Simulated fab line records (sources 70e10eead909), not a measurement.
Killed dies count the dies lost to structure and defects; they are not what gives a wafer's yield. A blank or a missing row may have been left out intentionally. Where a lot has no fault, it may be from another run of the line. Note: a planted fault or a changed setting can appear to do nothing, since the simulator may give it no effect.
fab line records	flow nand-harc
record: lots: 24	wafers: 72	last-day: 33
route steps=1302 shown A_M1@1180 A_BONDPAD@1204
lots that met no fault: from a run of the same line without faults
start-h: hours from the record's first day to the start of the lot's first wafer shown	wait-h: hours elapsed since this lot's preceding step	" unchanged from the row above	L1.1+2: several wafers, shown together as one row	- no value present, or no start provided	* or withheld: withheld	< > ~ a bound
route shown NAME@n: NAME is a module with steps in the file, n the number in the route of the first one	usual: the fault-free wafers' mean and standard deviation	same: alike in all rows	chamber/n: place in a boat	sites: the reading at each site	_std_site: the values' standard deviation	_edge_site: outer sites' mean less inner sites'	radius-mm: for every site, how far away it sits from the centre of the wafer	mask NAME#n: copy n	behind: the last tool/chamber to shape the wafer	hold: the reason the lot was held/the length of the hold in hours/how it ended	device: whichever transistor did not switch (one of n, p or np)	end of line: tests of these same wafers at the route's end	step lacking rows: just its recipe	killed: not the wafer's yield, but the dies lost to structure and defects at the first sort	map: a wafer's dies, x killed, . not, _ none there
set.NAME: the setting as run; set.NAME@STEP: as run at that earlier step	model.NAME: the simulator's own value behind a step, which no gauge read
route steps across a sampled set of lots; one table per step, one row per wafer
services: from which hour (start-h, from the record's first day; less than 0 if before it) a tool's chamber was out of use, for how many hours, and why
== steps ==
step: NHARC_A_M1_OVL_MEAS_10
recipe: pitch-nm: 240
usual: overlay-x-nm: 0.1/0.89	overlay-y-nm: -0.1/0.7
lot.wafer	tool	chamber	start-h	wait-h	overlay-x-nm	overlay-y-nm
L074.3	overlay-02	-	523.53	-	0.1	0.1
L074.4	"	-	"	"	-0.2	0.0
L074.6	"	-	"	"	0.1	0.0
L075.1	overlay-02	-	525.50	-	-0.4	0.4
L075.2	"	-	"	"	-0.5	0.7
L075.4	"	-	"	"	-0.9	0.1
L076.2	overlay-01	-	542.30	-	1.5	0.6
L076.4	"	-	"	"	0.9	0.3
L076.5	"	-	"	"	0.6	0.1
L078.1	overlay-02	-	552.86	-	-0.6	1.2
L078.4	"	-	"	"	-1.0	1.0
L078.6	"	-	"	"	-0.6	0.4
L077.1	overlay-02	-	553.27	-	-1.7	-0.8
L077.5	"	-	"	"	-1.1	-0.8
L077.6	"	-	"	"	-0.9	-0.6
L080.3	overlay-01	-	566.66	-	-0.7	0.7
L080.5	"	-	"	"	-0.5	0.2
L080.6	"	-	"	"	-0.5	0.5
L079.2	overlay-01	-	568.35	-	-0.7	-0.1
L079.4	"	-	"	"	-0.3	-0.4
L079.6	"	-	"	"	-0.1	-0.4
L081.4	overlay-02	-	595.59	-	-0.3	0.7
L081.5	"	-	"	"	0.3	-0.1
L081.6	"	-	"	"	0.5	0.0
L083.2	overlay-02	-	608.50	-	-0.4	-0.1
L083.4	"	-	"	"	0.0	0.2
L083.6	"	-	"	"	-0.5	0.6
L082.2	overlay-02	-	612.14	-	1.2	-0.7
L082.4	"	-	"	"	0.8	-0.8
L082.5	"	-	"	"	1.4	-0.4
L085.3	overlay-02	-	623.05	-	-0.2	-0.8
L085.4	"	-	"	"	0.3	-0.8
L085.6	"	-	"	"	-0.1	-1.0
L084.1	overlay-01	-	624.27	-	-0.2	-1.4
L084.2	"	-	"	"	-0.6	-1.2
L084.4	"	-	"	"	-0.3	-0.9
L087.2	overlay-02	-	644.11	-	0.4	0.5
L087.3	"	-	"	"	0.0	0.2
L087.6	"	-	"	"	-0.2	0.1
L086.1	overlay-01	-	645.51	-	0.8	0.5
L086.2	"	-	"	"	0.8	0.6
L086.6	"	-	"	"	1.2	0.0
L088.2	overlay-02	-	658.03	-	-0.1	0.1
L088.4	"	-	"	"	-0.1	-0.4
L088.5	"	-	"	"	-0.5	-0.2
L089.3	overlay-01	-	658.85	-	-0.5	-0.6
L089.4	"	-	"	"	-0.1	-1.1
L089.5	"	-	"	"	0.1	-0.2
L090.1	overlay-01	-	697.28	-	0.9	-1.3
L090.5	"	-	"	"	1.3	-1.4
L090.6	"	-	"	"	1.7	-1.2
L091.2	overlay-02	-	702.54	-	-1.6	-0.2
L091.4	"	-	"	"	-2.0	0.1
L091.6	"	-	"	"	-2.0	-0.1
L093.1	overlay-02	-	708.78	-	0.0	1.8
L093.2	"	-	"	"	-0.3	1.5
L093.4	"	-	"	"	0.0	1.8
L092.2	overlay-01	-	713.45	-	1.7	0.2
L092.3	"	-	"	"	0.9	-0.3
L092.5	"	-	"	"	1.4	-0.5
L094.2	overlay-01	-	717.26	-	1.0	-0.6
L094.5	"	-	"	"	0.2	-0.9
L094.6	"	-	"	"	1.2	-0.7
L095.3	overlay-01	-	735.57	-	-0.6	-0.4
L095.5	"	-	"	"	-1.3	-0.5
L095.6	"	-	"	"	-0.8	0.0
L096.4	overlay-02	-	746.27	-	0.6	-0.2
L096.5	"	-	"	"	1.1	-0.4
L096.6	"	-	"	"	0.4	-0.6
L097.3	overlay-02	-	751.69	-	1.4	-0.1
L097.5	"	-	"	"	1.8	-0.1
L097.6	"	-	"	"	1.3	-0.1
step: NHARC_A_M1_INSPECT_27
usual: raw-defect-count: 563/130
lot.wafer	tool	chamber	start-h	wait-h	raw-defect-count
L074.3	defect-inspect-01	-	526.20	0.0	607
L074.4	"	-	"	"	490
L074.6	"	-	"	"	507
L075.1	defect-inspect-02	-	528.49	0.0	584
L075.2	"	-	"	"	474
L075.4	"	-	"	"	695
L076.2	defect-inspect-01	-	545.01	0.0	513
L076.4	"	-	"	"	816
L076.5	"	-	"	"	438
L078.1	defect-inspect-02	-	555.54	0.0	898
L078.4	"	-	"	"	1089
L078.6	"	-	"	"	636
L077.1	defect-inspect-02	-	556.14	0.0	672
L077.5	"	-	"	"	593
L077.6	"	-	"	"	491
L080.3	defect-inspect-01	-	569.34	0.0	611
L080.5	"	-	"	"	550
L080.6	"	-	"	"	540
L079.2	defect-inspect-01	-	571.03	0.0	593
L079.4	"	-	"	"	489
L079.6	"	-	"	"	457
L081.4	defect-inspect-01	-	598.26	0.0	572
L081.5	"	-	"	"	453
L081.6	"	-	"	"	590
L083.2	defect-inspect-02	-	611.17	0.0	589
L083.4	"	-	"	"	489
L083.6	"	-	"	"	540
L082.2	defect-inspect-01	-	614.85	0.0	559
L082.4	"	-	"	"	603
L082.5	"	-	"	"	489
L085.3	defect-inspect-01	-	625.72	0.0	610
L085.4	"	-	"	"	637
L085.6	"	-	"	"	757
L084.1	defect-inspect-02	-	626.95	0.0	360
L084.2	"	-	"	"	606
L084.4	"	-	"	"	332
L087.2	defect-inspect-02	-	646.78	0.0	558
L087.3	"	-	"	"	553
L087.6	"	-	"	"	368
L086.1	defect-inspect-02	-	648.22	0.0	542
L086.2	"	-	"	"	452
L086.6	"	-	"	"	422
L088.2	defect-inspect-01	-	660.72	0.0	467
L088.4	"	-	"	"	469
L088.5	"	-	"	"	503
L089.3	defect-inspect-01	-	661.52	0.0	675
L089.4	"	-	"	"	831
L089.5	"	-	"	"	585
L090.1	defect-inspect-02	-	699.95	0.0	429
L090.5	"	-	"	"	532
L090.6	"	-	"	"	502
L091.2	defect-inspect-02	-	705.21	0.0	633
L091.4	"	-	"	"	685
L091.6	"	-	"	"	681
L093.1	defect-inspect-02	-	711.45	0.0	576
L093.2	"	-	"	"	334
L093.4	"	-	"	"	368
L092.2	defect-inspect-01	-	716.14	0.0	684
L092.3	"	-	"	"	497
L092.5	"	-	"	"	495
L094.2	defect-inspect-01	-	720.00	0.0	442
L094.5	"	-	"	"	470
L094.6	"	-	"	"	551
L095.3	defect-inspect-02	-	738.23	0.0	820
L095.5	"	-	"	"	816
L095.6	"	-	"	"	663
L096.4	defect-inspect-01	-	748.99	0.0	779
L096.5	"	-	"	"	762
L096.6	"	-	"	"	498
L097.3	defect-inspect-01	-	754.38	0.0	418
L097.5	"	-	"	"	635
L097.6	"	-	"	"	463
step: NHARC_A_BONDPAD_THK_MEAS_30
recipe: thk-meas-gauge: ellipsometry
usual: thk-nm: 200.2/1.7
lot.wafer	tool	chamber	start-h	wait-h	thk-nm
L074.3	film-metro-02	-	527.56	0.2	201.9
L074.4	"	-	"	"	199.0
L074.6	"	-	"	"	197.7
L075.1	film-metro-01	-	530.00	0.2	199.2
L075.2	"	-	"	"	200.7
L075.4	"	-	"	"	197.6
L076.2	film-metro-01	-	546.37	0.2	200.9
L076.4	"	-	"	"	200.7
L076.5	"	-	"	"	203.5
L078.1	film-metro-01	-	556.89	0.2	197.9
L078.4	"	-	"	"	200.9
L078.6	"	-	"	"	201.8
L077.1	film-metro-02	-	557.49	0.2	199.0
L077.5	"	-	"	"	196.9
L077.6	"	-	"	"	197.4
L080.3	film-metro-02	-	570.70	0.2	200.1
L080.5	"	-	"	"	199.9
L080.6	"	-	"	"	198.3
L079.2	film-metro-02	-	572.39	0.2	198.9
L079.4	"	-	"	"	196.1
L079.6	"	-	"	"	197.8
L081.4	film-metro-02	-	599.62	0.2	198.6
L081.5	"	-	"	"	199.4
L081.6	"	-	"	"	199.3
L083.2	film-metro-02	-	612.52	0.2	201.8
L083.4	"	-	"	"	202.5
L083.6	"	-	"	"	200.5
L082.2	film-metro-01	-	616.21	0.2	200.4
L082.4	"	-	"	"	199.7
L082.5	"	-	"	"	198.8
L085.3	film-metro-02	-	627.08	0.2	197.3
L085.4	"	-	"	"	203.6
L085.6	"	-	"	"	201.8
L084.1	film-metro-01	-	628.31	0.2	198.8
L084.2	"	-	"	"	199.8
L084.4	"	-	"	"	198.8
L087.2	film-metro-01	-	648.14	0.2	201.1
L087.3	"	-	"	"	198.3
L087.6	"	-	"	"	201.2
L086.1	film-metro-01	-	649.59	0.2	201.5
L086.2	"	-	"	"	200.4
L086.6	"	-	"	"	201.2
L088.2	film-metro-01	-	662.08	0.2	200.4
L088.4	"	-	"	"	199.1
L088.5	"	-	"	"	199.9
L089.3	film-metro-01	-	663.04	0.2	199.3
L089.4	"	-	"	"	200.1
L089.5	"	-	"	"	199.4
L090.1	film-metro-02	-	701.31	0.2	200.5
L090.5	"	-	"	"	201.7
L090.6	"	-	"	"	199.6
L091.2	film-metro-02	-	706.72	0.2	198.3
L091.4	"	-	"	"	201.3
L091.6	"	-	"	"	200.3
L093.1	film-metro-01	-	712.81	0.2	198.9
L093.2	"	-	"	"	201.9
L093.4	"	-	"	"	201.0
L092.2	film-metro-01	-	717.49	0.2	201.4
L092.3	"	-	"	"	199.7
L092.5	"	-	"	"	201.9
L094.2	film-metro-01	-	721.36	0.2	199.5
L094.5	"	-	"	"	200.6
L094.6	"	-	"	"	201.1
L095.3	film-metro-02	-	739.59	0.2	199.7
L095.5	"	-	"	"	200.3
L095.6	"	-	"	"	198.9
L096.4	film-metro-02	-	750.35	0.2	201.9
L096.5	"	-	"	"	198.7
L096.6	"	-	"	"	200.2
L097.3	film-metro-02	-	755.73	0.2	199.5
L097.5	"	-	"	"	200.3
L097.6	"	-	"	"	202.3
step: NHARC_A_BONDPAD_DESCUM_11
recipe: time-s: 3	o2-flow-sccm: 200	ar-flow-sccm: 0	bias-power-w: 0	chemistry: O2
usual: drypump-motor-current-A: 5.6/0.53	oes-product-au: 1.002/0.0091	rf-vpp-V: 57.9/0.87	showerhead-plenum-p-Torr: 1.94/0.062	throttle-valve-pct: 11.311/0.0086
same: time-s: 3
lot.wafer	tool	chamber	start-h	wait-h	drypump-motor-current-A	oes-product-au	rf-hours-counter-h	rf-vpp-V	showerhead-plenum-p-Torr	throttle-valve-pct
L074.4	rie-diel-12	1	528.35	-	6.0	1.005	14	57.1	1.94	11.315
L074.3	"	3	"	"	5.4	0.992	12	58.4	2.01	11.310
L074.6	"	2	"	"	5.8	1.009	-	57.3	2.02	11.293
L075.1	rie-diel-05	2	530.78	-	5.6	0.997	3	59.2	1.97	11.316
L075.2	"	3	"	"	4.8	1.000	4	57.0	1.91	11.316
L075.4	"	0	"	"	6.1	0.987	3	58.6	1.99	11.325
L076.2	rie-diel-05	0	547.16	-	6.1	0.983	4	57.4	1.99	11.306
L076.4	"	1	"	"	6.4	1.004	3	57.6	1.85	11.308
L076.5	"	2	"	"	5.6	0.998	-	56.6	1.97	11.325
L078.1	rie-diel-05	3	557.69	-	4.8	1.009	4	58.1	1.91	11.315
L078.4	"	0	"	"	6.1	0.987	-	57.5	1.99	11.316
L078.6	"	1	"	"	6.4	0.998	-	56.6	1.85	11.318
L077.1	rie-diel-05	1	558.29	-	6.4	0.995	4	55.6	1.85	11.327
L077.6	"	3	"	"	4.8	1.010	-	56.7	1.91	11.312
L077.5	"	0	"	"	6.1	0.981	-	58.0	1.99	11.310
L080.3	rie-diel-05	1	571.38	-	6.4	0.989	4	58.0	1.85	11.320
L080.5	"	3	"	"	4.8	1.010	-	58.5	1.91	11.301
L080.6	"	0	"	"	6.1	0.974	-	57.2	1.99	11.323
L079.4	rie-diel-05	3	573.06	-	4.8	1.021	5	57.4	1.91	11.308
L079.2	"	1	"	"	6.4	0.995	4	57.5	1.85	11.312
L079.6	"	3	"	"	4.8	1.020	-	57.6	1.91	11.318
L081.4	rie-diel-05	3	600.40	-	4.8	1.006	0	57.3	1.91	11.312
L081.5	"	2	"	"	5.6	1.000	-	57.8	1.97	11.318
L081.6	"	3	"	"	4.8	1.005	-	56.9	1.91	11.324
L083.2	rie-diel-05	0	613.32	-	6.1	1.001	1	59.0	1.99	11.311
L083.4	"	3	"	"	4.8	0.995	0	56.5	1.91	11.328
L083.6	"	1	"	"	6.4	1.006	-	57.2	1.85	11.317
L082.4	rie-diel-12	0	616.88	-	5.6	0.998	31	57.7	2.07	11.317
L082.2	"	1	"	"	6.0	1.005	29	58.0	1.93	11.307
L082.5	"	2	"	"	5.8	1.004	-	58.8	2.02	11.299
L085.3	rie-diel-08	2	627.87	-	5.7	0.996	24	56.8	1.80	11.311
L085.4	"	3	"	"	5.0	0.997	24	58.4	1.93	11.314
L085.6	"	0	"	"	5.6	1.007	-	58.3	1.93	11.301
L084.2	rie-diel-08	3	629.08	-	5.0	1.007	24	59.4	1.93	11.314
L084.4	"	0	"	"	5.6	1.014	21	59.5	1.93	11.322
L084.1	"	2	"	"	5.7	1.001	24	57.7	1.80	11.291
L087.2	rie-diel-08	0	648.93	-	5.6	1.014	29	55.8	1.92	11.311
L087.3	"	3	"	"	5.0	0.993	32	58.4	1.92	11.316
L087.6	"	3	"	"	5.0	1.008	-	58.4	1.92	11.310
L086.2	rie-diel-12	1	650.37	-	6.0	1.005	3	57.4	1.93	11.309
L086.1	"	2	"	"	5.8	1.022	1	57.0	2.02	11.312
L086.6	"	2	"	"	5.8	1.012	-	58.3	2.02	11.309
L088.2	rie-diel-05	0	662.88	-	6.1	0.994	2	56.4	1.99	11.294
L088.4	"	1	"	"	6.4	0.999	2	56.8	1.85	11.305
L088.5	"	2	"	"	5.6	1.010	-	58.9	1.96	11.314
L089.4	rie-diel-05	1	663.83	-	6.4	1.008	2	57.7	1.85	11.331
L089.3	"	2	"	"	5.6	1.008	2	58.8	1.96	11.313
L089.5	"	1	"	"	6.4	1.014	-	56.6	1.85	11.306
L090.1	rie-diel-08	2	702.13	-	5.7	0.989	50	58.3	1.79	11.298
L090.5	"	3	"	"	5.0	0.989	-	56.3	1.92	11.318
L090.6	"	0	"	"	5.6	1.009	-	58.8	1.92	11.306
L091.2	rie-diel-12	3	707.50	-	5.4	0.999	14	58.9	2.00	11.303
L091.4	"	1	"	"	6.0	1.009	13	58.2	1.93	11.298
L091.6	"	3	"	"	5.4	1.003	-	58.7	2.00	11.322
L093.1	rie-diel-05	2	713.48	-	5.6	1.005	3	56.5	1.96	11.333
L093.2	"	3	"	"	4.8	1.010	3	58.0	1.91	11.308
L093.4	"	1	"	"	6.4	0.995	3	57.9	1.85	11.310
L092.3	rie-diel-12	2	718.28	-	5.8	1.011	16	56.9	2.01	11.321
L092.2	"	3	"	"	5.4	1.002	18	57.3	1.99	11.310
L092.5	"	0	"	"	5.6	1.002	-	58.3	2.06	11.308
L094.2	rie-diel-05	2	722.17	-	5.6	0.995	4	57.5	1.96	11.291
L094.5	"	3	"	"	4.8	1.007	-	57.1	1.91	11.304
L094.6	"	0	"	"	6.1	0.995	-	57.3	1.98	11.317
L095.3	rie-diel-05	2	740.30	-	5.6	1.007	4	57.5	1.96	11.318
L095.6	"	3	"	"	4.8	1.000	-	57.6	1.91	11.309
L095.5	"	0	"	"	6.1	1.003	-	58.6	1.98	11.316
L096.4	rie-diel-12	3	751.16	-	5.4	1.007	24	59.5	1.99	11.302
L096.6	"	0	"	"	5.6	1.012	-	58.4	2.06	11.307
L096.5	"	1	"	"	6.0	1.003	-	57.9	1.93	11.313
L097.3	rie-diel-05	2	756.42	-	5.6	1.004	5	57.7	1.96	11.315
L097.6	"	3	"	"	4.8	0.998	-	58.5	1.91	11.304
L097.5	"	0	"	"	6.1	0.998	-	57.2	1.98	11.311
step: NHARC_A_BONDPAD_ETCH_34
recipe: target-depth-a: 600	overetch-a: 180	time-s: 65.91	ion-energy-ev: 200	n2-flow-sccm: 150	h2-flow-sccm: 150	ar-flow-sccm: 0	rf-w: 400	bias-w: 150	chemistry: N2/H2
usual: drypump-motor-current-A: 5.7/0.52	oes-product-au: 1.000/0.0095	rf-vpp-V: 431.3/2.3	showerhead-plenum-p-Torr: 2.07/0.074	throttle-valve-pct: 14.172/0.0094
same: time-s: 65.91
lot.wafer	tool	chamber	start-h	wait-h	drypump-motor-current-A	oes-product-au	rf-hours-counter-h	rf-vpp-V	showerhead-plenum-p-Torr	throttle-valve-pct
L074.4	rie-diel-12	3	528.44	0.1	5.4	0.997	12	431.0	2.14	14.164
L074.3	"	1	"	"	6.0	1.007	14	431.9	2.07	14.165
L074.6	"	3	"	"	5.4	0.998	-	433.8	2.14	14.158
L075.1	rie-diel-05	2	530.86	0.1	5.6	1.009	3	432.8	2.10	14.178
L075.4	"	3	"	"	4.8	0.992	4	429.5	2.04	14.175
L075.2	"	1	"	"	6.4	0.988	3	428.2	1.97	14.180
L076.4	rie-diel-05	0	547.23	0.1	6.1	0.995	4	433.2	2.12	14.159
L076.2	"	3	"	"	4.8	0.998	4	430.4	2.04	14.181
L076.5	"	0	"	"	6.1	0.978	-	433.5	2.12	14.167
L078.4	rie-diel-05	1	557.78	0.1	6.4	0.998	4	428.9	1.97	14.168
L078.1	"	2	"	"	5.6	0.994	4	433.1	2.10	14.198
L078.6	"	0	"	"	6.1	0.983	-	431.9	2.12	14.165
L077.1	rie-diel-05	0	558.38	0.1	6.1	0.996	4	433.1	2.12	14.173
L077.6	"	1	"	"	6.4	0.994	-	428.5	1.97	14.173
L077.5	"	2	"	"	5.6	0.992	-	431.4	2.10	14.171
L080.3	rie-diel-05	3	571.46	0.1	4.8	1.019	5	429.2	2.04	14.174
L080.6	"	0	"	"	6.1	0.996	-	432.5	2.12	14.170
L080.5	"	1	"	"	6.4	1.001	-	428.0	1.97	14.183
L079.4	rie-diel-05	0	573.14	0.1	6.1	0.978	5	433.1	2.12	14.188
L079.2	"	2	"	"	5.7	0.991	5	433.4	2.10	14.165
L079.6	"	0	"	"	6.1	0.979	-	433.1	2.12	14.162
L081.4	rie-diel-05	2	600.49	0.1	5.6	1.008	0	433.1	2.10	14.177
L081.6	"	1	"	"	6.4	1.009	-	427.2	1.97	14.162
L081.5	"	2	"	"	5.7	1.009	-	432.5	2.10	14.183
L083.4	rie-diel-05	2	613.40	0.1	5.6	1.017	1	430.1	2.10	14.175
L083.2	"	1	"	"	6.4	1.011	1	427.8	1.97	14.178
L083.6	"	3	"	"	4.8	0.992	-	431.3	2.04	14.182
L082.4	rie-diel-12	0	616.95	0.1	5.6	1.003	31	433.1	2.21	14.180
L082.2	"	3	"	"	5.4	1.012	27	431.9	2.13	14.175
L082.5	"	1	"	"	6.0	1.002	-	431.1	2.06	14.166
L085.4	rie-diel-08	2	627.94	0.1	5.7	0.986	24	426.8	1.91	14.180
L085.3	"	3	"	"	5.0	0.984	24	430.3	2.05	14.178
L085.6	"	3	"	"	5.0	0.999	-	430.4	2.05	14.177
L084.4	rie-diel-08	0	629.18	0.1	5.6	1.013	21	432.2	2.05	14.183
L084.2	"	1	"	"	5.5	0.993	23	434.5	2.15	14.176
L084.1	"	2	"	"	5.7	1.001	24	425.9	1.91	14.166
L087.3	rie-diel-08	3	649.03	0.1	5.0	0.993	32	432.4	2.05	14.170
L087.2	"	2	"	"	5.7	0.985	32	426.8	1.91	14.178
L087.6	"	0	"	"	5.6	1.017	-	431.8	2.05	14.169
L086.2	rie-diel-12	2	650.47	0.1	5.8	1.008	1	434.5	2.15	14.169
L086.1	"	0	"	"	5.6	0.994	3	435.8	2.21	14.179
L086.6	"	2	"	"	5.8	1.007	-	433.7	2.15	14.181
L088.4	rie-diel-05	2	662.95	0.1	5.6	1.017	2	433.8	2.10	14.170
L088.2	"	0	"	"	6.1	0.988	2	431.7	2.12	14.156
L088.5	"	1	"	"	6.4	1.008	-	428.9	1.97	14.155
L089.3	rie-diel-05	3	663.91	0.1	4.8	0.990	2	430.6	2.04	14.181
L089.4	"	1	"	"	6.4	1.012	2	428.2	1.97	14.177
L089.5	"	3	"	"	4.8	1.005	-	430.2	2.04	14.168
L090.1	rie-diel-08	2	702.19	0.1	5.7	1.012	50	427.5	1.90	14.185
L090.5	"	1	"	"	5.6	0.993	-	432.7	2.14	14.194
L090.6	"	2	"	"	5.7	0.995	-	427.4	1.90	14.185
L091.4	rie-diel-12	1	707.59	0.1	6.0	0.993	13	431.6	2.06	14.165
L091.2	"	2	"	"	5.8	1.009	12	433.3	2.15	14.167
L091.6	"	3	"	"	5.4	0.999	-	433.3	2.13	14.167
L093.1	rie-diel-05	3	713.56	0.1	4.8	1.004	3	431.0	2.04	14.174
L093.4	"	0	"	"	6.1	0.992	3	431.8	2.12	14.181
L093.2	"	1	"	"	6.4	1.004	3	429.2	1.97	14.173
L092.2	rie-diel-12	0	718.35	0.1	5.6	1.012	13	435.8	2.20	14.169
L092.3	"	3	"	"	5.4	1.012	18	432.6	2.13	14.170
L092.5	"	1	"	"	6.0	1.000	-	430.8	2.05	14.171
L094.2	rie-diel-05	2	722.24	0.1	5.6	1.011	4	432.2	2.10	14.189
L094.5	"	0	"	"	6.1	1.005	-	430.9	2.12	14.190
L094.6	"	1	"	"	6.4	0.987	-	428.5	1.97	14.184
L095.3	rie-diel-05	1	740.38	0.1	6.4	0.986	4	429.1	1.97	14.172
L095.6	"	2	"	"	5.6	1.001	-	432.6	2.10	14.160
L095.5	"	3	"	"	4.8	0.995	-	431.0	2.04	14.178
L096.4	rie-diel-12	3	751.23	0.1	5.4	1.004	24	432.3	2.13	14.166
L096.6	"	0	"	"	5.6	1.010	-	436.4	2.20	14.168
L096.5	"	1	"	"	6.0	1.001	-	432.0	2.05	14.173
L097.3	rie-diel-05	2	756.48	0.1	5.6	1.001	5	430.9	2.10	14.175
L097.5	"	2	"	"	5.6	1.014	-	431.5	2.09	14.179
L097.6	"	3	"	"	4.8	1.012	-	431.8	2.04	14.167
step: NHARC_A_BONDPAD_ETCH_12
recipe: target-depth-a: 2200	time-s: 110	chf3-flow-sccm: 50	o2-flow-sccm: 10	ar-flow-sccm: 200	rf-w: 500	bias-w: 200	chemistry: CHF3/O2
usual: drypump-motor-current-A: 5.7/0.52	oes-product-au: 0.943/0.024	rf-vpp-V: 371.3/1.9	showerhead-plenum-p-Torr: 2.43/0.082	throttle-valve-pct: 20.573/0.0089
same: time-s: 110
lot.wafer	tool	chamber	start-h	wait-h	drypump-motor-current-A	oes-product-au	rf-hours-counter-h	rf-vpp-V	showerhead-plenum-p-Torr	throttle-valve-pct
L074.4	rie-diel-12	1	-	-	6.0	0.930	14	371.4	2.43	20.589
L074.3	"	2	"	"	5.8	0.941	12	374.7	2.53	20.578
L074.6	"	0	"	"	5.6	0.918	-	375.6	2.59	20.592
L075.4	rie-diel-05	2	-	-	5.6	0.922	3	371.6	2.46	20.576
L075.2	"	3	"	"	4.8	0.922	4	370.7	2.40	20.575
L075.1	"	1	"	"	6.5	0.922	3	369.2	2.32	20.581
L076.2	rie-diel-05	2	-	-	5.6	0.961	4	371.3	2.47	20.584
L076.4	"	0	"	"	6.1	0.958	4	374.9	2.49	20.570
L076.5	"	2	"	"	5.6	0.958	-	371.0	2.46	20.583
L078.1	rie-diel-05	0	-	-	6.1	0.960	4	373.4	2.49	20.569
L078.4	"	2	"	"	5.6	0.986	4	371.0	2.46	20.574
L078.6	"	3	"	"	4.8	0.978	-	369.6	2.40	20.577
L077.1	rie-diel-05	3	-	-	4.8	0.975	5	370.4	2.40	20.573
L077.6	"	3	"	"	4.8	0.980	-	369.1	2.40	20.580
L077.5	"	0	"	"	6.1	0.943	-	372.6	2.49	20.574
L080.3	rie-diel-05	0	-	-	6.1	0.905	5	372.4	2.49	20.573
L080.5	"	1	"	"	6.4	0.921	-	369.2	2.32	20.574
L080.6	"	2	"	"	5.6	0.924	-	373.6	2.46	20.580
L079.4	rie-diel-05	3	-	-	4.8	0.974	5	370.2	2.40	20.554
L079.2	"	0	"	"	6.1	0.955	5	373.3	2.49	20.571
L079.6	"	2	"	"	5.6	0.957	-	372.4	2.46	20.559
L081.4	rie-diel-05	1	-	-	6.5	0.991	0	369.2	2.32	20.577
L081.5	"	1	"	"	6.5	0.983	-	367.5	2.32	20.564
L081.6	"	2	"	"	5.6	0.966	-	372.3	2.46	20.560
L083.4	rie-diel-05	3	-	-	4.8	0.972	0	369.8	2.40	20.575
L083.2	"	1	"	"	6.4	0.966	1	369.7	2.32	20.581
L083.6	"	0	"	"	6.1	0.960	-	371.5	2.49	20.574
L082.4	rie-diel-12	0	-	-	5.6	0.919	31	374.9	2.58	20.575
L082.2	"	1	"	"	6.0	0.924	29	370.9	2.43	20.567
L082.5	"	1	"	"	6.1	0.921	-	370.8	2.42	20.574
L085.3	rie-diel-08	2	-	-	5.7	0.929	24	366.8	2.26	20.557
L085.4	"	0	"	"	5.6	0.930	21	372.3	2.42	20.556
L085.6	"	3	"	"	5.0	0.925	-	372.1	2.42	20.581
L084.4	rie-diel-08	2	-	-	5.7	0.919	24	367.8	2.26	20.570
L084.1	"	3	"	"	5.0	0.923	24	370.5	2.42	20.570
L084.2	"	0	"	"	5.6	0.925	21	371.2	2.42	20.553
L087.3	rie-diel-08	3	-	-	5.0	0.917	32	371.6	2.41	20.580
L087.2	"	2	"	"	5.7	0.912	32	368.0	2.26	20.547
L087.6	"	2	"	"	5.8	0.925	-	367.1	2.26	20.586
L086.2	rie-diel-12	3	-	-	5.4	0.979	3	373.2	2.50	20.571
L086.1	"	0	"	"	5.6	0.967	3	372.8	2.58	20.569
L086.6	"	2	"	"	5.8	0.978	-	373.3	2.53	20.577
L088.2	rie-diel-05	1	-	-	6.4	0.989	2	370.5	2.32	20.577
L088.4	"	2	"	"	5.6	0.967	2	371.9	2.46	20.585
L088.5	"	0	"	"	6.1	0.966	-	370.6	2.49	20.573
L089.4	rie-diel-05	0	-	-	6.1	0.921	2	372.4	2.49	20.552
L089.3	"	1	"	"	6.4	0.927	2	368.1	2.32	20.581
L089.5	"	1	"	"	6.4	0.924	-	368.5	2.32	20.566
L090.1	rie-diel-08	2	-	-	5.7	0.925	50	367.6	2.25	20.588
L090.6	"	1	"	"	5.5	0.924	-	372.1	2.52	20.572
L090.5	"	2	"	"	5.8	0.928	-	368.5	2.25	20.576
L091.2	rie-diel-12	1	-	-	6.0	0.919	13	369.8	2.42	20.597
L091.4	"	2	"	"	5.8	0.939	12	372.5	2.52	20.561
L091.6	"	0	"	"	5.6	0.976	-	372.8	2.58	20.556
L093.2	rie-diel-05	0	-	-	6.1	0.913	3	373.3	2.49	20.567
L093.4	"	1	"	"	6.4	0.919	3	369.5	2.32	20.571
L093.1	"	2	"	"	5.6	0.925	3	372.0	2.46	20.574
L092.2	rie-diel-12	2	-	-	5.9	0.938	16	372.8	2.52	20.575
L092.3	"	0	"	"	5.6	0.921	13	373.5	2.58	20.570
L092.5	"	3	"	"	5.4	0.929	-	372.5	2.50	20.578
L094.2	rie-diel-05	1	-	-	6.5	0.918	4	368.9	2.32	20.588
L094.6	"	0	"	"	6.1	0.923	-	372.8	2.49	20.571
L094.5	"	1	"	"	6.4	0.928	-	368.3	2.32	20.575
L095.3	rie-diel-05	2	-	-	5.6	0.932	4	370.9	2.46	20.582
L095.6	"	2	"	"	5.6	0.928	-	371.9	2.46	20.576
L095.5	"	3	"	"	4.8	0.932	-	368.8	2.40	20.566
L096.4	rie-diel-12	1	-	-	6.1	0.931	22	370.7	2.42	20.570
L096.6	"	2	"	"	5.8	0.934	-	373.2	2.52	20.563
L096.5	"	3	"	"	5.4	0.928	-	372.5	2.50	20.572
L097.3	rie-diel-05	0	-	-	6.1	0.960	5	372.9	2.49	20.563
L097.6	"	1	"	"	6.4	0.982	-	370.1	2.32	20.580
L097.5	"	2	"	"	5.6	0.992	-	371.0	2.46	20.583
== services ==
tool	chamber	start-h	hours	kind
rie-diel-05	0	513.60	-	clean
rie-diel-05	1	513.60	-	clean
rie-diel-05	2	513.60	-	clean
rie-diel-05	3	513.60	-	clean
rie-diel-05	0	538.10	-	clean
rie-diel-05	1	538.10	-	clean
rie-diel-05	2	538.10	-	clean
rie-diel-05	3	538.10	-	clean
rie-diel-08	1	542.38	3.7	repair
rie-diel-08	-	545.21	9.0	pm
rie-diel-05	2	548.54	9.1	repair
rie-diel-05	0	562.60	-	clean
rie-diel-12	1	577.49	3.9	repair
rie-diel-05	2	578.13	4.0	repair
rie-diel-12	3	581.30	1.6	repair
rie-diel-05	-	583.60	9.0	pm
rie-diel-05	3	605.79	5.5	repair
rie-diel-12	-	622.40	9.0	pm
rie-diel-05	-	642.00	0.4	repair
rie-diel-08	1	648.37	9.1	repair
rie-diel-08	-	650.22	0.5	repair
rie-diel-08	-	666.91	0.3	repair
rie-diel-12	0	673.93	16.8	repair
rie-diel-08	-	722.21	9.0	pm
== key ==
fault none
